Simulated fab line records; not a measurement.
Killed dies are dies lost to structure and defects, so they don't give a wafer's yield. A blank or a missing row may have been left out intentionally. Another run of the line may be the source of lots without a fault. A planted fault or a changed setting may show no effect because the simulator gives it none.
fab line records    flow n5-finfet
[record] lots = 24  wafers = 72  last-day = 19
route steps=1938 shown BEOL_M4@1024 BEOL_M5@1115
lots with no fault: from the same line, run without faults
start-h: the number of hours between the record's first day and the start of the first shown wafer of the lot    wait-h: how many hours have passed since the lot's step before this one    " as in the row above    L1.1+2: a row that stands for several wafers    - either no value or no given start    * or withheld: withheld    < > ~ a bound
route shown NAME@n: NAME is a module with steps in the file, n the number in the route of the first one    usual: mean/standard deviation of fault-free wafers    same: alike in all rows    chamber/n: place in a boat    sites: each site's reading    _std_site: the standard deviation of these    _edge_site: the outer-site mean with the inner-site mean subtracted    radius-mm: how far each site lies from the wafer's centre    mask NAME#n: copy n    behind: the most recent tool/chamber to have shaped the wafer    hold: what put the lot on hold/how long, in hours/how the hold closed    device: which transistor (n, p or np) failed to switch    end of line: tests of these same wafers at the route's end    a step with no rows: only its recipe    killed: at the first sort, the dies lost to defects and structure; wafer yield is something else    map: the dies of a wafer, with x for killed, . for not killed, _ for no die there
set.NAME: the setting the step ran with; set.NAME@STEP: the setting that earlier step ran with    model.NAME: the simulator's own value behind a step, which no gauge read
route steps across a sampled set of lots; one table per step, one row per wafer
services: from which hour (start-h, from the record's first day; less than 0 if before it) a tool's chamber was out of use, for how many hours, and why
[[steps]]
[step N5_BEOL_M4_HM_DEP_02]
[recipe] material = TiN  target-thk-a = 200  temp-c = 25  chamber-pressure-pa = 0.49996
[usual] throttle-valve-pct = 29.9/1
lot.wafer  tool            chamber  start-h  wait-h  throttle-valve-pct
L074.1     pvd-sputter-02  -        187.24   2.5     29.6
L074.3     "               -        "        "       31.6
L074.6     "               -        "        "       29.7
L076.1     pvd-sputter-03  -        192.84   0.7     28.9
L076.4     "               -        "        "       30.4
L076.5     "               -        "        "       30.6
L077.1     pvd-sputter-02  -        204.88   1.6     29.7
L077.4     "               -        "        "       29.6
L077.5     "               -        "        "       31.7
L075.2     pvd-sputter-02  -        206.32   0.3     30.3
L075.4     "               -        "        "       31.9
L075.6     "               -        "        "       30.4
L078.1     pvd-sputter-02  -        208.52   1.7     29.7
L078.3     "               -        "        "       31.8
L078.4     "               -        "        "       29.7
L079.1     pvd-sputter-01  -        214.47   2.0     30.8
L079.4     "               -        "        "       27.5
L079.6     "               -        "        "       27.8
L080.1     pvd-sputter-02  -        221.19   0.1     30.0
L080.4     "               -        "        "       30.5
L080.6     "               -        "        "       31.4
L081.1     pvd-sputter-01  -        234.19   0.7     29.4
L081.3     "               -        "        "       27.7
L081.4     "               -        "        "       30.9
L082.3     pvd-sputter-02  -        241.41   1.4     29.4
L082.4     "               -        "        "       30.4
L082.6     "               -        "        "       29.7
L083.2     pvd-sputter-03  -        243.77   1.4     30.4
L083.4     "               -        "        "       28.3
L083.6     "               -        "        "       28.3
L084.1     pvd-sputter-03  -        244.11   1.3     28.8
L084.4     "               -        "        "       30.6
L084.6     "               -        "        "       29.2
L085.2     pvd-sputter-01  -        259.51   2.4     27.5
L085.3     "               -        "        "       30.9
L085.4     "               -        "        "       29.7
L087.1     pvd-sputter-02  -        265.54   0.7     30.2
L087.2     "               -        "        "       30.2
L087.5     "               -        "        "       29.7
L086.1     pvd-sputter-03  -        265.56   0.7     30.7
L086.5     "               -        "        "       29.0
L086.6     "               -        "        "       30.8
L090.3     pvd-sputter-02  -        280.63   2.1     30.5
L090.4     "               -        "        "       29.9
L090.5     "               -        "        "       30.3
L089.2     pvd-sputter-02  -        280.73   1.9     29.9
L089.3     "               -        "        "       31.6
L089.6     "               -        "        "       29.5
L088.1     pvd-sputter-01  -        294.83   2.7     31.0
L088.3     "               -        "        "       29.5
L088.6     "               -        "        "       29.8
L091.1     pvd-sputter-03  -        295.90   0.3     28.7
L091.2     "               -        "        "       28.8
L091.6     "               -        "        "       28.9
L092.1     pvd-sputter-01  -        299.22   2.2     31.2
L092.2     "               -        "        "       30.0
L092.6     "               -        "        "       27.9
L093.1     pvd-sputter-03  -        304.74   0.2     28.8
L093.4     "               -        "        "       28.4
L093.6     "               -        "        "       30.5
L094.1     pvd-sputter-03  -        310.28   0.9     28.6
L094.2     "               -        "        "       30.7
L094.5     "               -        "        "       28.9
L095.2     pvd-sputter-03  -        312.44   0.5     30.9
L095.5     "               -        "        "       29.0
L095.6     "               -        "        "       30.7
L096.2     pvd-sputter-02  -        317.49   1.3     31.9
L096.4     "               -        "        "       30.1
L096.5     "               -        "        "       31.5
L097.2     pvd-sputter-01  -        322.87   0.5     30.1
L097.3     "               -        "        "       30.8
L097.6     "               -        "        "       29.7
[step N5_BEOL_M4_INSPECT_13]
[recipe] mode = adi  inspect-instrument = brightfield
[usual] raw-defect-count = 417/100
lot.wafer  tool               chamber  start-h  wait-h  raw-defect-count
L074.1     defect-inspect-01  -        187.85   0.1     396
L074.3     "                  -        "        "       327
L074.6     "                  -        "        "       404
L076.1     defect-inspect-02  -        193.33   0.1     341
L076.4     "                  -        "        "       491
L076.5     "                  -        "        "       391
L077.1     defect-inspect-02  -        205.36   0.1     436
L077.4     "                  -        "        "       453
L077.5     "                  -        "        "       394
L075.2     defect-inspect-01  -        206.93   0.0     343
L075.4     "                  -        "        "       489
L075.6     "                  -        "        "       570
L078.1     defect-inspect-01  -        209.13   0.1     331
L078.3     "                  -        "        "       248
L078.4     "                  -        "        "       349
L079.1     defect-inspect-02  -        215.07   0.1     299
L079.4     "                  -        "        "       377
L079.6     "                  -        "        "       405
L080.1     defect-inspect-01  -        221.79   0.1     383
L080.4     "                  -        "        "       242
L080.6     "                  -        "        "       304
L081.1     defect-inspect-01  -        234.80   0.1     355
L081.3     "                  -        "        "       274
L081.4     "                  -        "        "       269
L082.3     defect-inspect-02  -        241.90   0.0     578
L082.4     "                  -        "        "       572
L082.6     "                  -        "        "       426
L083.2     defect-inspect-01  -        244.25   0.0     395
L083.4     "                  -        "        "       359
L083.6     "                  -        "        "       376
L084.1     defect-inspect-01  -        244.72   0.1     520
L084.4     "                  -        "        "       528
L084.6     "                  -        "        "       404
L085.2     defect-inspect-02  -        259.99   0.0     316
L085.3     "                  -        "        "       336
L085.4     "                  -        "        "       433
L087.1     defect-inspect-01  -        266.04   0.1     353
L087.2     "                  -        "        "       714
L087.5     "                  -        "        "       626
L086.1     defect-inspect-02  -        266.21   0.1     456
L086.5     "                  -        "        "       560
L086.6     "                  -        "        "       464
L090.3     defect-inspect-02  -        281.11   0.0     536
L090.4     "                  -        "        "       515
L090.5     "                  -        "        "       459
L089.2     defect-inspect-01  -        281.21   0.0     471
L089.3     "                  -        "        "       324
L089.6     "                  -        "        "       703
L088.1     defect-inspect-02  -        295.31   0.1     482
L088.3     "                  -        "        "       656
L088.6     "                  -        "        "       414
L091.1     defect-inspect-02  -        296.38   0.1     413
L091.2     "                  -        "        "       395
L091.6     "                  -        "        "       424
L092.1     defect-inspect-01  -        299.76   0.1     402
L092.2     "                  -        "        "       366
L092.6     "                  -        "        "       252
L093.1     defect-inspect-02  -        305.37   0.1     490
L093.4     "                  -        "        "       390
L093.6     "                  -        "        "       473
L094.1     defect-inspect-02  -        310.89   0.1     394
L094.2     "                  -        "        "       592
L094.5     "                  -        "        "       578
L095.2     defect-inspect-01  -        313.05   0.0     422
L095.5     "                  -        "        "       316
L095.6     "                  -        "        "       343
L096.2     defect-inspect-02  -        317.98   0.0     269
L096.4     "                  -        "        "       363
L096.5     "                  -        "        "       346
L097.2     defect-inspect-02  -        323.48   0.0     540
L097.3     "                  -        "        "       476
L097.6     "                  -        "        "       436
[step N5_BEOL_M4_CD_MEAS_18]
[recipe] pitch-nm = 36  target-cd-nm = 18
[usual] cd-nm = 17.9/0.32
lot.wafer  tool       chamber  start-h  wait-h  cd-nm
L074.1     cd-sem-03  -        188.35   0.0     17.8
L074.3     "          -        "        "       17.7
L074.6     "          -        "        "       17.7
L076.1     cd-sem-02  -        193.89   0.0     17.7
L076.4     "          -        "        "       18.2
L076.5     "          -        "        "       17.5
L077.1     cd-sem-02  -        205.98   0.0     17.8
L077.4     "          -        "        "       17.9
L077.5     "          -        "        "       17.9
L075.2     cd-sem-02  -        207.42   0.1     18.0
L075.4     "          -        "        "       18.1
L075.6     "          -        "        "       18.4
L078.1     cd-sem-02  -        209.68   0.1     18.1
L078.3     "          -        "        "       18.1
L078.4     "          -        "        "       18.2
L079.1     cd-sem-02  -        216.04   0.0     18.1
L079.4     "          -        "        "       18.1
L079.6     "          -        "        "       17.8
L080.1     cd-sem-02  -        222.35   0.0     17.9
L080.4     "          -        "        "       17.8
L080.6     "          -        "        "       17.6
L081.1     cd-sem-02  -        235.50   0.0     17.6
L081.3     "          -        "        "       18.1
L081.4     "          -        "        "       18.3
L082.3     cd-sem-03  -        242.64   0.1     18.0
L082.4     "          -        "        "       17.7
L082.6     "          -        "        "       18.2
L083.2     cd-sem-02  -        244.97   0.1     17.9
L083.4     "          -        "        "       18.1
L083.6     "          -        "        "       17.7
L084.1     cd-sem-02  -        245.58   0.0     18.2
L084.4     "          -        "        "       17.8
L084.6     "          -        "        "       18.1
L085.2     cd-sem-01  -        261.25   0.1     18.5
L085.3     "          -        "        "       17.1
L085.4     "          -        "        "       17.9
L087.1     cd-sem-03  -        266.62   0.0     17.7
L087.2     "          -        "        "       17.8
L087.5     "          -        "        "       17.9
L086.1     cd-sem-02  -        266.83   0.0     17.9
L086.5     "          -        "        "       17.8
L086.6     "          -        "        "       18.0
L090.3     cd-sem-02  -        281.58   0.1     17.8
L090.4     "          -        "        "       18.2
L090.5     "          -        "        "       18.2
L089.2     cd-sem-02  -        281.68   0.1     18.4
L089.3     "          -        "        "       18.6
L089.6     "          -        "        "       18.1
L088.1     cd-sem-01  -        295.79   0.0     18.2
L088.3     "          -        "        "       17.6
L088.6     "          -        "        "       17.5
L091.1     cd-sem-02  -        296.88   0.1     17.6
L091.2     "          -        "        "       17.6
L091.6     "          -        "        "       17.3
L092.1     cd-sem-02  -        300.43   0.0     18.1
L092.2     "          -        "        "       17.0
L092.6     "          -        "        "       17.7
L093.1     cd-sem-01  -        305.83   0.0     18.1
L093.4     "          -        "        "       17.8
L093.6     "          -        "        "       17.0
L094.1     cd-sem-03  -        311.63   0.0     17.5
L094.2     "          -        "        "       17.8
L094.5     "          -        "        "       17.5
L095.2     cd-sem-03  -        313.64   0.1     17.8
L095.5     "          -        "        "       17.7
L095.6     "          -        "        "       18.4
L096.2     cd-sem-02  -        318.75   0.1     17.8
L096.4     "          -        "        "       17.9
L096.5     "          -        "        "       17.9
L097.2     cd-sem-02  -        323.95   0.1     18.0
L097.3     "          -        "        "       18.1
L097.6     "          -        "        "       17.8
[step N5_BEOL_M5_PECVD_70]
[recipe] material = SiO2  target-thk-a = 160  temp-c = 400  precursor = TEOS/O2  pressure-torr = 5.5  rf-w = 450  teos-flow-sccm = 53.8  gas = O2  flow-sccm = 3000  time-s = 18
[usual] heater-power-w = 719/110  showerhead-plenum-p-Torr = 8.79/0.066  throttle-valve-pct = 22.2/1
lot.wafer  tool      chamber  start-h  wait-h  heater-power-w  showerhead-plenum-p-Torr  throttle-valve-pct
L074.1     pecvd-04  0        211.46   0.0     656             8.85                      23.2
L074.3     "         1        "        "       735             8.68                      21.4
L074.6     "         2        "        "       1002            8.88                      21.4
L076.1     pecvd-04  2        226.05   0.0     955             8.86                      21.7
L076.4     "         1        "        "       682             8.66                      21.5
L076.5     "         2        "        "       969             8.87                      21.6
L077.1     pecvd-02  0        240.71   0.0     571             8.84                      23.0
L077.4     "         0        "        "       552             8.83                      22.8
L077.5     "         1        "        "       759             8.69                      21.3
L075.2     pecvd-02  1        243.93   0.0     752             8.68                      21.2
L075.4     "         0        "        "       547             8.81                      22.9
L075.6     "         1        "        "       785             8.69                      21.2
L078.1     pecvd-02  1        245.86   0.0     748             8.68                      21.1
L078.3     "         0        "        "       557             8.82                      22.8
L078.4     "         2        "        "       869             8.81                      22.8
L079.1     pecvd-03  1        249.64   0.0     651             8.74                      23.6
L079.4     "         0        "        "       768             8.76                      22.6
L079.6     "         1        "        "       639             8.72                      23.2
L080.1     pecvd-03  2        262.48   0.0     687             8.83                      20.2
L080.4     "         2        "        "       707             8.83                      20.2
L080.6     "         1        "        "       602             8.74                      23.2
L081.1     pecvd-03  2        271.56   0.0     640             8.84                      20.5
L081.3     "         1        "        "       556             8.73                      23.3
L081.4     "         1        "        "       560             8.75                      23.3
L082.3     pecvd-04  2        274.53   0.0     936             8.87                      22.0
L082.4     "         0        "        "       753             8.84                      23.3
L082.6     "         2        "        "       921             8.86                      21.8
L084.1     pecvd-03  2        278.39   0.0     646             8.86                      20.4
L084.4     "         1        "        "       636             8.76                      23.1
L084.6     "         2        "        "       622             8.83                      20.5
L083.2     pecvd-03  2        278.46   0.0     672             8.86                      20.5
L083.4     "         0        "        "       701             8.75                      22.7
L083.6     "         1        "        "       638             8.72                      23.1
L085.2     pecvd-02  1        288.14   0.0     725             8.67                      21.1
L085.3     "         0        "        "       627             8.81                      23.3
L085.4     "         0        "        "       646             8.84                      23.0
L087.1     pecvd-03  2        288.54   0.0     687             8.86                      20.3
L087.2     "         1        "        "       616             8.72                      23.3
L087.5     "         2        "        "       708             8.83                      20.3
L086.1     pecvd-03  0        309.29   0.0     837             8.78                      22.8
L086.5     "         0        "        "       831             8.76                      22.8
L086.6     "         2        "        "       664             8.86                      20.5
L090.3     pecvd-02  1        314.85   0.0     677             8.70                      21.2
L090.4     "         1        "        "       669             8.69                      21.6
L090.5     "         0        "        "       629             8.85                      22.9
L089.2     pecvd-02  2        315.29   0.0     845             8.82                      22.8
L089.3     "         0        "        "       562             8.84                      22.8
L089.6     "         0        "        "       582             8.84                      23.0
L088.1     pecvd-02  0        319.30   0.1     671             8.81                      23.2
L088.3     "         1        "        "       685             8.70                      21.1
L088.6     "         1        "        "       682             8.68                      21.1
L092.1     pecvd-03  0        328.77   0.0     893             8.77                      22.7
L092.2     "         1        "        "       552             8.73                      23.2
L092.6     "         2        "        "       677             8.88                      20.5
L091.1     pecvd-02  1        329.50   0.0     773             8.71                      21.1
L091.2     "         0        "        "       549             8.85                      23.4
L091.6     "         0        "        "       539             8.83                      23.0
L093.1     pecvd-03  1        337.40   0.0     546             8.74                      23.5
L093.4     "         1        "        "       545             8.75                      23.4
L093.6     "         0        "        "       818             8.76                      23.0
L094.1     pecvd-02  2        340.29   0.0     709             8.85                      22.9
L094.2     "         0        "        "       613             8.83                      23.1
L094.5     "         0        "        "       598             8.84                      23.0
L095.2     pecvd-02  1        345.75   0.0     611             8.70                      21.2
L095.5     "         0        "        "       612             8.85                      23.0
L095.6     "         2        "        "       827             8.83                      22.9
L096.2     pecvd-04  2        349.15   0.0     971             8.86                      21.5
L096.4     "         0        "        "       674             8.83                      23.2
L096.5     "         2        "        "       979             8.83                      21.6
L097.2     pecvd-04  0        351.00   0.0     762             8.84                      23.4
L097.3     "         1        "        "       697             8.66                      21.4
L097.6     "         1        "        "       708             8.66                      21.2
[step N5_BEOL_M5_CD_MEAS_11]
[recipe] target-cd-nm = 27.74  landing-energy-ev = 500  detector = se-inlens
[usual] cd-nm = 28.1/0.31
[same] landing-energy-ev = 500
lot.wafer  tool       chamber  start-h  wait-h  cd-nm
L074.1     cd-sem-01  0        212.24   -       27.5
L074.3     "          0        "        "       28.0
L074.6     "          0        "        "       27.9
L076.1     cd-sem-02  0        227.49   -       27.8
L076.4     "          0        "        "       27.9
L076.5     "          0        "        "       27.9
L077.1     cd-sem-02  0        241.95   -       27.9
L077.4     "          0        "        "       27.7
L077.5     "          0        "        "       27.8
L075.2     cd-sem-01  0        244.89   -       28.2
L075.4     "          0        "        "       28.3
L075.6     "          0        "        "       28.0
L078.1     cd-sem-02  0        247.82   -       28.4
L078.3     "          0        "        "       28.3
L078.4     "          0        "        "       28.0
L079.1     cd-sem-03  0        250.59   -       28.2
L079.4     "          0        "        "       28.1
L079.6     "          0        "        "       28.4
L080.1     cd-sem-02  0        264.56   -       28.2
L080.4     "          0        "        "       28.5
L080.6     "          0        "        "       28.2
L081.1     cd-sem-01  0        272.57   -       28.5
L081.3     "          0        "        "       28.1
L081.4     "          0        "        "       28.4
L082.3     cd-sem-03  0        276.77   -       27.8
L082.4     "          0        "        "       27.8
L082.6     "          0        "        "       27.8
L084.1     cd-sem-02  0        280.94   -       28.0
L084.4     "          0        "        "       28.0
L084.6     "          0        "        "       28.1
L083.2     cd-sem-02  0        281.11   -       28.3
L083.4     "          0        "        "       27.8
L083.6     "          0        "        "       28.0
L085.2     cd-sem-02  0        290.92   -       28.5
L085.3     "          0        "        "       28.2
L085.4     "          0        "        "       28.3
L087.1     cd-sem-02  0        291.17   -       28.4
L087.2     "          0        "        "       28.7
L087.5     "          0        "        "       28.6
L086.1     cd-sem-02  0        310.51   -       28.0
L086.5     "          0        "        "       28.0
L086.6     "          0        "        "       27.9
L090.3     cd-sem-01  0        315.91   -       28.3
L090.4     "          0        "        "       28.7
L090.5     "          0        "        "       28.2
L089.2     cd-sem-03  0        316.54   -       27.8
L089.3     "          0        "        "       28.0
L089.6     "          0        "        "       28.0
L088.1     cd-sem-02  0        321.74   -       28.3
L088.3     "          0        "        "       28.3
L088.6     "          0        "        "       28.7
L092.1     cd-sem-01  0        331.07   -       28.0
L092.2     "          0        "        "       28.3
L092.6     "          0        "        "       28.6
L091.1     cd-sem-02  0        331.16   -       28.0
L091.2     "          0        "        "       28.2
L091.6     "          0        "        "       28.3
L093.1     cd-sem-02  0        338.62   -       28.2
L093.4     "          0        "        "       28.1
L093.6     "          0        "        "       28.2
L094.1     cd-sem-01  0        343.08   -       27.6
L094.2     "          0        "        "       27.9
L094.5     "          0        "        "       27.8
L095.2     cd-sem-03  0        348.15   -       27.7
L095.5     "          0        "        "       28.1
L095.6     "          0        "        "       28.3
L096.2     cd-sem-03  0        350.16   -       28.8
L096.4     "          0        "        "       28.0
L096.5     "          0        "        "       28.4
L097.2     cd-sem-03  0        352.19   -       28.0
L097.3     "          0        "        "       27.6
L097.6     "          0        "        "       27.4
[step N5_BEOL_M5_ETCH_61]
[recipe] chemistry = CF4  target = SiARC  target-depth-a = 156  mask-material = CAR-EUV  time-s = 26  ion-energy-ev = 80  pressure-mtorr = 40  source-w = 545  bias-w = 36  Ar_flow_sccm = 100  cf4-flow-sccm = 100  ends = cleared
[usual] drypump-motor-current-A = 5.8/0.46  etch-rf-on-time-s = 25.9/0.55  oes-product-au = 0.68/0.079  rf-vpp-V = 183.8/1.3  showerhead-plenum-p-Torr = 2.13/0.079  throttle-valve-pct = 15.7/0.31
lot.wafer  tool         chamber  start-h  wait-h  drypump-motor-current-A  etch-rf-on-time-s  oes-product-au  rf-hours-counter-h  rf-vpp-V  showerhead-plenum-p-Torr  throttle-valve-pct
L074.1     rie-diel-05  3        212.42   0.0     5.2                      26.6               0.60            213                 183.4     2.11                      15.4
L074.3     "            1        "        "       5.6                      27.4               0.57            233                 185.5     2.20                      15.7
L074.6     "            1        "        "       5.6                      27.5               0.57            -                   183.8     2.20                      15.7
L076.1     rie-diel-05  1        227.71   0.0     5.7                      27.1               0.58            237                 183.5     2.19                      15.7
L076.4     "            2        "        "       6.0                      25.6               0.65            154                 184.3     2.22                      16.0
L076.5     "            1        "        "       5.6                      27.0               0.57            -                   184.1     2.19                      15.7
L077.1     rie-diel-02  3        242.12   0.0     5.2                      25.4               0.75            59                  184.4     2.17                      15.8
L077.4     "            0        "        "       6.1                      25.1               0.82            6                   183.6     2.20                      15.0
L077.5     "            1        "        "       6.6                      26.0               0.74            -                   183.8     2.25                      15.4
L075.2     rie-diel-06  1        245.06   0.0     6.5                      25.6               0.64            192                 184.0     2.11                      16.0
L075.4     "            2        "        "       6.1                      26.5               0.76            33                  186.3     2.18                      15.7
L075.6     "            3        "        "       6.0                      27.2               0.58            -                   183.6     2.04                      16.0
L078.1     rie-diel-06  1        248.18   0.0     6.5                      25.2               0.64            193                 183.5     2.12                      16.0
L078.3     "            3        "        "       6.0                      26.4               0.59            220                 182.9     2.04                      16.0
L078.4     "            2        "        "       6.1                      26.4               0.76            34                  183.3     2.18                      15.7
L079.1     rie-diel-02  0        250.81   0.0     6.1                      24.9               0.81            10                  184.6     2.20                      15.0
L079.4     "            1        "        "       6.5                      25.6               0.73            48                  185.0     2.25                      15.4
L079.6     "            1        "        "       6.5                      25.5               0.74            -                   186.5     2.25                      15.4
L080.1     rie-diel-06  1        264.82   0.0     6.5                      25.4               0.64            198                 184.2     2.11                      16.0
L080.4     "            2        "        "       6.1                      26.4               0.75            39                  183.8     2.17                      15.7
L080.6     "            3        "        "       6.0                      26.7               0.58            -                   183.3     2.04                      16.0
L081.1     rie-diel-05  3        272.93   0.0     5.2                      26.2               0.59            233                 183.6     2.10                      15.4
L081.3     "            0        "        "       5.8                      26.0               0.78            24                  183.2     2.11                      15.5
L081.4     "            0        "        "       5.8                      25.9               0.79            -                   182.6     2.11                      15.5
L082.3     rie-diel-05  0        277.03   0.0     5.8                      25.9               0.78            25                  183.3     2.11                      15.5
L082.4     "            0        "        "       5.8                      25.8               0.78            -                   184.2     2.11                      15.5
L082.6     "            2        "        "       6.0                      25.5               0.63            -                   184.5     2.22                      16.1
L084.1     rie-diel-02  2        281.12   0.0     5.3                      25.8               0.66            150                 183.8     2.06                      15.7
L084.4     "            0        "        "       6.1                      25.2               0.78            18                  184.5     2.20                      15.0
L084.6     "            2        "        "       5.3                      26.0               0.66            -                   183.1     2.06                      15.6
L083.2     rie-diel-02  3        281.34   0.0     5.2                      25.1               0.74            72                  183.9     2.16                      15.8
L083.4     "            2        "        "       5.3                      25.6               0.66            150                 183.0     2.06                      15.6
L083.6     "            1        "        "       6.5                      25.6               0.72            -                   184.5     2.25                      15.4
L085.2     rie-diel-05  2        291.09   0.0     6.0                      25.9               0.62            177                 185.1     2.21                      16.1
L085.3     "            1        "        "       5.6                      26.5               0.84            1                   185.7     2.19                      15.2
L085.4     "            0        "        "       5.8                      26.1               0.77            30                  183.1     2.10                      15.5
L087.1     rie-diel-05  0        291.34   0.0     5.8                      26.1               0.77            30                  183.7     2.10                      15.5
L087.2     "            2        "        "       6.0                      25.7               0.63            177                 184.3     2.22                      16.1
L087.5     "            3        "        "       5.2                      26.5               0.59            -                   182.9     2.10                      15.4
L086.1     rie-diel-02  2        310.70   0.0     5.3                      25.7               0.65            159                 183.9     2.05                      15.7
L086.5     "            2        "        "       5.3                      25.8               0.65            -                   183.8     2.05                      15.7
L086.6     "            3        "        "       5.2                      25.3               0.73            -                   184.3     2.16                      15.9
L090.3     rie-diel-02  2        316.08   0.0     5.3                      25.5               0.66            160                 181.7     2.05                      15.7
L090.4     "            0        "        "       6.1                      25.0               0.78            -                   183.2     2.19                      15.1
L090.5     "            2        "        "       5.3                      25.4               0.65            -                   181.4     2.05                      15.7
L089.2     rie-diel-05  3        316.74   0.0     5.2                      26.2               0.59            246                 181.8     2.10                      15.5
L089.3     "            1        "        "       5.6                      25.9               0.81            10                  183.8     2.19                      15.2
L089.6     "            0        "        "       5.8                      25.7               0.75            -                   183.6     2.10                      15.5
L088.1     rie-diel-06  1        321.92   0.0     6.5                      25.7               0.61            218                 182.1     2.11                      16.0
L088.3     "            2        "        "       6.1                      26.8               0.72            59                  184.3     2.17                      15.7
L088.6     "            2        "        "       6.1                      27.0               0.71            -                   184.6     2.17                      15.7
L092.1     rie-diel-02  3        331.64   0.0     5.2                      25.8               0.72            84                  182.8     2.16                      15.9
L092.2     "            0        "        "       6.2                      25.1               0.76            31                  182.8     2.19                      15.1
L092.6     "            1        "        "       6.5                      25.7               0.71            -                   185.4     2.24                      15.4
L091.1     rie-diel-05  2        331.70   0.0     6.0                      25.4               0.62            188                 185.9     2.21                      16.1
L091.2     "            1        "        "       5.6                      25.8               0.81            16                  183.9     2.19                      15.3
L091.6     "            1        "        "       5.6                      26.1               0.80            -                   185.2     2.19                      15.3
L093.1     rie-diel-06  3        338.79   0.0     6.0                      26.7               0.57            245                 183.1     2.04                      16.0
L093.4     "            0        "        "       5.3                      25.8               0.62            -                   180.1     1.96                      15.9
L093.6     "            1        "        "       6.5                      25.7               0.62            -                   185.0     2.10                      16.0
L094.1     rie-diel-02  0        343.25   0.0     6.2                      25.1               0.76            35                  185.5     2.19                      15.1
L094.2     "            1        "        "       6.6                      26.0               0.69            75                  186.5     2.24                      15.4
L094.5     "            2        "        "       5.3                      25.7               0.65            -                   182.5     2.05                      15.7
L095.2     rie-diel-06  1        348.69   0.0     6.5                      25.6               0.61            228                 183.8     2.10                      16.0
L095.5     "            1        "        "       6.5                      25.5               0.62            -                   184.1     2.10                      16.0
L095.6     "            2        "        "       6.1                      26.6               0.71            -                   186.2     2.17                      15.7
L096.2     rie-diel-06  3        350.33   0.0     6.0                      26.7               0.58            249                 181.4     2.03                      16.0
L096.4     "            2        "        "       6.1                      26.6               0.72            64                  184.2     2.17                      15.7
L096.5     "            0        "        "       5.3                      25.7               0.63            -                   180.8     1.96                      15.9
L097.2     rie-diel-05  3        352.43   0.0     5.1                      25.6               0.85            3                   183.3     2.10                      15.0
L097.3     "            1        "        "       5.7                      26.4               0.78            22                  183.9     2.18                      15.3
L097.6     "            1        "        "       5.7                      26.3               0.78            -                   184.7     2.18                      15.3
[[services]]
tool            chamber  start-h  hours  kind
rie-diel-06     3        177.16   1.4    repair
pecvd-03        -        179.32   2.1    repair
rie-diel-05     0        186.26   -      clean
rie-diel-05     0        186.26   -      consumable-replace:focus-ring
rie-diel-05     0        186.26   17.9   scheduled-down
rie-diel-05     0        186.26   17.9   vent-cycle
rie-diel-06     1        192.14   6.6    repair
rie-diel-06     3        210.04   5.9    repair
rie-diel-05     -        215.11   2.8    pm
pvd-sputter-02  -        228.43   5.9    repair
pecvd-03        1        229.11   16.5   scheduled-down
pecvd-03        -        229.72   4.3    pm
pecvd-03        0        236.89   5.9    repair
rie-diel-05     1        264.80   -      clean
rie-diel-05     1        264.80   -      consumable-replace:focus-ring
rie-diel-05     1        264.80   21.0   scheduled-down
rie-diel-05     1        264.80   21.0   vent-cycle
pecvd-02        0        273.39   5.5    scheduled-down
pecvd-03        -        296.50   5.5    pm
rie-diel-06     -        299.45   1.1    repair
rie-diel-05     2        308.01   10.4   repair
pecvd-02        -        308.73   1.0    repair
pecvd-03        -        346.72   1.8    repair
rie-diel-02     0        347.03   9.0    repair
[[key]]
fault none
